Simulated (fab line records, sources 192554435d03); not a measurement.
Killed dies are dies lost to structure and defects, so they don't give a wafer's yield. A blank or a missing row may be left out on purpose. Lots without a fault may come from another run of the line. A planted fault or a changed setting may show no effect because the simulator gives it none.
fab line records | flow n5_finfet | part 2 of 2: steps 24 to 36 of 36
record lots=5 wafers=15 last_day=16
route steps=1938 shown BEOL_M5@1174 BEOL_M6@1194
lots that met no fault: from a run of the same line without faults
start_h: hours from the record's first day to the start of the lot's first wafer shown | wait_h: hours since the lot's step before | " the same as in the row above | L1.1+2: a row that stands for several wafers | - no value, or no start given | * or withheld: withheld | < > ~ a bound
route shown NAME@n: a module of which the file shows steps, and the number in the route of the first | usual: mean/standard deviation of fault-free wafers | same: alike in all rows | chamber/n: place in a boat | sites: the reading at each site | _std_site: their standard deviation | _edge_site: outer sites' mean less inner sites' | radius_mm: how far each site lies from the wafer's centre | mask NAME#n: copy n | behind: the tool/chamber that last shaped the wafer | hold: why the lot was held/for how many hours/how that ended | device: the transistor (n, p or np) that didn't switch | end of line: the same wafers' tests at the end of the route | a step without rows: its recipe alone | killed: dies lost to structure and defects at the first sort, not the wafer's yield | map: a wafer's dies, x killed, . not, _ none there
set.NAME: the setting as run; set.NAME@STEP: as run at that earlier step | model.NAME: the simulator's own value behind a step, which no gauge read
lots at some steps of the route; a table a step, a row a wafer
services: from which hour (start_h, from the record's first day; less than 0 if before it) a tool's chamber was out of use, for how many hours, and why
## steps
# step N5_BEOL_M6_PECVD_70
# recipe material=SiO2 target_thk_a=200 temp_c=400 precursor=TEOS/O2 pressure_torr=5.5 rf_w=450 teos_flow_sccm=53.8 gas=O2 flow_sccm=3000 time_s=22.7
# usual heater_power_w=746/110 showerhead_plenum_p_Torr=8.78/0.07 showerhead_vpp_V=1323/69 throttle_valve_pct=22.0/0.83
# columns lot.wafer tool chamber start_h wait_h heater_power_w showerhead_plenum_p_Torr showerhead_vpp_V throttle_valve_pct
L075.1 pecvd-02 2 187.21 0.0 681 8.71 1438 22.3
L075.2 " 1 " " 892 8.83 1273 22.6
L075.6 " 1 " " 853 8.84 1270 22.5
L077.1 pecvd-03 1 198.66 0.0 746 8.83 1220 23.5
L077.2 " 2 " " 751 8.67 1393 21.3
L077.5 " 0 " " 800 8.90 1354 22.1
L079.3 pecvd-01 1 215.47 0.1 540 8.73 1247 22.1
L079.5 " 1 " " 522 8.72 1271 21.8
L079.6 " 0 " " 751 8.85 1318 22.2
L081.1 pecvd-03 2 234.65 0.0 685 8.67 1395 21.3
L081.3 " 1 " " 751 8.84 1259 23.8
L081.5 " 2 " " 682 8.65 1377 21.4
L087.1 pecvd-01 0 276.90 0.0 695 8.85 1297 22.3
L087.2 " 2 " " 829 8.82 1274 20.3
L087.5 " 2 " " 800 8.82 1270 20.3
# step N5_BEOL_M6_HM_DEP_02
# recipe material=TiN target_thk_a=200 temp_c=25 chamber_pressure_pa=0.49996
# usual throttle_valve_pct=30.2/1
# columns lot.wafer tool chamber start_h wait_h throttle_valve_pct
L075.1 pvd_sputter-02 - 188.47 1.2 31.7
L075.2 " - " " 28.4
L075.6 " - " " 28.1
L077.1 pvd_sputter-01 - 203.67 5.0 30.2
L077.2 " - " " 30.0
L077.5 " - " " 30.3
L079.3 pvd_sputter-03 - 215.53 0.0 29.0
L079.5 " - " " 29.0
L079.6 " - " " 31.6
L081.1 pvd_sputter-03 - 234.75 0.1 30.3
L081.3 " - " " 31.2
L081.5 " - " " 28.8
L087.1 pvd_sputter-01 - 278.93 2.0 29.7
L087.2 " - " " 31.8
L087.5 " - " " 31.9
# step N5_BEOL_M6_COAT_59
# recipe resist=SOC temp_c=250 time_s=60 spin_rpm=1500 resist_thk_nm=100
# columns lot.wafer tool chamber start_h wait_h
L075.1+2+6 litho_track-01 0 188.60 0.1
L077.1+2+5 litho_track-03 0 203.80 0.1
L079.3+5+6 litho_track-03 0 215.66 0.1
L081.1+3+5 litho_track-01 0 234.88 0.1
L087.1+2+5 litho_track-01 0 279.06 0.1
# step N5_BEOL_M6_COAT_60
# recipe resist=SiARC temp_c=220 time_s=60 spin_rpm=1500 resist_thk_nm=35
# columns lot.wafer tool chamber start_h wait_h
L075.1+2+6 litho_track-01 0 - -
L077.1+2+5 litho_track-03 0 - -
L079.3+5+6 litho_track-03 0 - -
L081.1+3+5 litho_track-01 0 - -
L087.1+2+5 litho_track-01 0 - -
# step N5_BEOL_M6_COAT_05
# recipe resist=CAR-ArF spin_rpm=1500 resist_thk_nm=90
# columns lot.wafer tool chamber start_h wait_h
L075.1+2+6 litho_track-01 0 - -
L077.1+2+5 litho_track-03 0 - -
L079.3+5+6 litho_track-03 0 - -
L081.1+3+5 litho_track-01 0 - -
L087.1+2+5 litho_track-01 0 - -
# step N5_BEOL_M6_EBR_07
# recipe solvent=PGMEA ebr_width_mm=1.5
# columns lot.wafer tool chamber start_h wait_h
L075.1+2+6 litho_track-01 0 - -
L077.1+2+5 litho_track-03 0 - -
L079.3+5+6 litho_track-03 0 - -
L081.1+3+5 litho_track-01 0 - -
L087.1+2+5 litho_track-01 0 - -
# step N5_BEOL_M6_SOFTBAKE_06
# recipe temp_c=110 time_s=60 resist=CAR-ArF
# columns lot.wafer tool chamber start_h wait_h
L075.1+2+6 litho_track-01 0 - -
L077.1+2+5 litho_track-03 0 - -
L079.3+5+6 litho_track-03 0 - -
L081.1+3+5 litho_track-01 0 - -
L087.1+2+5 litho_track-01 0 - -
# step N5_BEOL_M6_EXPOSE_08
# recipe mask_id=M6 na=1.35 source_shape=dipole sigma_inner=0.817 sigma_outer=0.97 polarization=te dose_mj=68.25
# same sigma_inner=0.817
# columns lot.wafer tool chamber start_h wait_h mask
L075.1+2+6 arfi_scanner-01 0 188.84 - M6#0
L077.1+2+5 arfi_scanner-03 0 203.92 - M6#0
L079.3+5+6 arfi_scanner-03 0 215.79 - M6#0
L081.1+3+5 arfi_scanner-01 0 235.12 - M6#0
L087.1+2+5 arfi_scanner-02 0 279.36 - M6#0
# step N5_BEOL_M6_PEB_09
# recipe peb_temp_c=withheld peb_time_s=60 resist=CAR-ArF
# columns lot.wafer tool chamber start_h wait_h
L075.1+2+6 litho_track-02 0 188.90 0.1
L077.1+2+5 litho_track-03 0 203.98 0.1
L079.3+5+6 litho_track-01 0 215.84 0.0
L081.1+3+5 litho_track-01 0 235.18 0.1
L087.1+2+5 litho_track-03 0 279.43 0.1
# step N5_BEOL_M6_DEVELOP_10
# recipe develop_time_s=30 developer=TMAH resist=CAR-ArF rinse_liquid=diw dry=air_spin dev_temp_c=23
# usual developer_temp_C=22.98/0.12
# columns lot.wafer tool chamber start_h wait_h developer_temp_C
L075.1 litho_track-02 0 - - 22.86
L075.2 " 0 " " 22.80
L075.6 " 0 " " 22.88
L077.1 litho_track-03 0 - - 23.07
L077.2 " 0 " " 23.02
L077.5 " 0 " " 23.00
L079.3 litho_track-01 0 - - 23.20
L079.5 " 0 " " 23.15
L079.6 " 0 " " 23.26
L081.1 litho_track-01 0 - - 22.82
L081.3 " 0 " " 22.90
L081.5 " 0 " " 22.96
L087.1 litho_track-03 0 - - 23.07
L087.2 " 0 " " 23.00
L087.5 " 0 " " 23.06
# step N5_BEOL_M6_CD_MEAS_11
# recipe target_cd_nm=38.5 landing_energy_ev=500 detector=se_inlens polarity=opening
# usual cd_nm=38.5/0.65
# columns lot.wafer tool chamber start_h wait_h cd_nm
L075.1 cd_sem-01 0 188.97 - 39.0
L075.2 " 0 " " 39.1
L075.6 " 0 " " 38.9
L077.1 cd_sem-02 0 204.05 - 39.4
L077.2 " 0 " " 38.5
L077.5 " 0 " " 38.9
L079.3 cd_sem-01 0 215.90 - 37.8
L079.5 " 0 " " 38.3
L079.6 " 0 " " 38.4
L081.1 cd_sem-01 0 235.25 - 37.9
L081.3 " 0 " " 37.8
L081.5 " 0 " " 37.8
L087.1 cd_sem-02 0 279.49 - 39.4
L087.2 " 0 " " 39.5
L087.5 " 0 " " 39.4
# step N5_BEOL_M6_OVL_MEAS_12
# recipe points_per_wafer=44
# usual M6_OVL=-0.5/0.66
# columns lot.wafer tool chamber start_h wait_h M6_OVL[nm]
L075.1 overlay-02 0 189.00 0.0 0.6
L075.2 " 0 " " -0.9
L075.6 " 0 " " -0.8
L077.1 overlay-01 0 204.08 0.0 -0.7
L077.2 " 0 " " -1.1
L077.5 " 0 " " -1.5
L079.3 overlay-02 0 215.93 0.0 -0.6
L079.5 " 0 " " -0.3
L079.6 " 0 " " -0.6
L081.1 overlay-02 0 235.28 0.0 -1.0
L081.3 " 0 " " -0.4
L081.5 " 0 " " -0.7
L087.1 overlay-02 0 279.52 0.0 -1.0
L087.2 " 0 " " -0.8
L087.5 " 0 " " -1.5
# step N5_BEOL_M6_INSPECT_13
# recipe mode=adi inspect_instrument=brightfield
# usual raw_defect_count=389/85
# columns lot.wafer tool chamber start_h wait_h raw_defect_count
L075.1 defect_inspect-01 - 189.02 0.0 401
L075.2 " - " " 470
L075.6 " - " " 438
L077.1 defect_inspect-01 - 204.10 0.0 244
L077.2 " - " " 467
L077.5 " - " " 336
L079.3 defect_inspect-01 - 215.96 0.0 406
L079.5 " - " " 470
L079.6 " - " " 569
L081.1 defect_inspect-01 - 235.30 0.0 462
L081.3 " - " " 533
L081.5 " - " " 508
L087.1 defect_inspect-02 - 279.55 0.0 324
L087.2 " - " " 306
L087.5 " - " " 392
## services
# columns tool chamber start_h hours kind
arfi_scanner-01 - 158.48 1.0 pm
ecd_cu-02 - 165.65 0.3 repair
cvd_co-02 - 167.38 4.1 repair
arfi_scanner-03 - 170.28 0.4 repair
pecvd-04 - 172.67 5.6 repair
cmp-01 - 173.90 7.2 repair
cvd_co-02 2 174.06 10.5 repair
arfi_scanner-01 - 178.13 1.3 pm
cmp-01 - 187.32 1.9 repair
pecvd-01 - 190.66 14.6 pm
pvd_sputter-02 - 197.53 7.5 repair
arfi_scanner-03 - 205.38 1.0 repair
cmp-01 - 213.33 1.3 repair
arfi_scanner-03 - 214.69 0.5 repair
pecvd-03 0 222.15 4.3 repair
ecd_cu-01 - 228.40 8.6 pm
cvd_co-01 2 232.36 3.2 repair
arfi_scanner-03 - 234.13 3.9 pm
cmp-04 - 236.49 3.8 pm
arfi_scanner-03 - 239.28 1.9 repair
cmp-01 - 243.11 5.2 pm
pecvd-03 - 250.63 0.8 pm
uv_cure-03 - 259.13 9.8 repair
cvd_co-02 - 262.33 0.7 repair
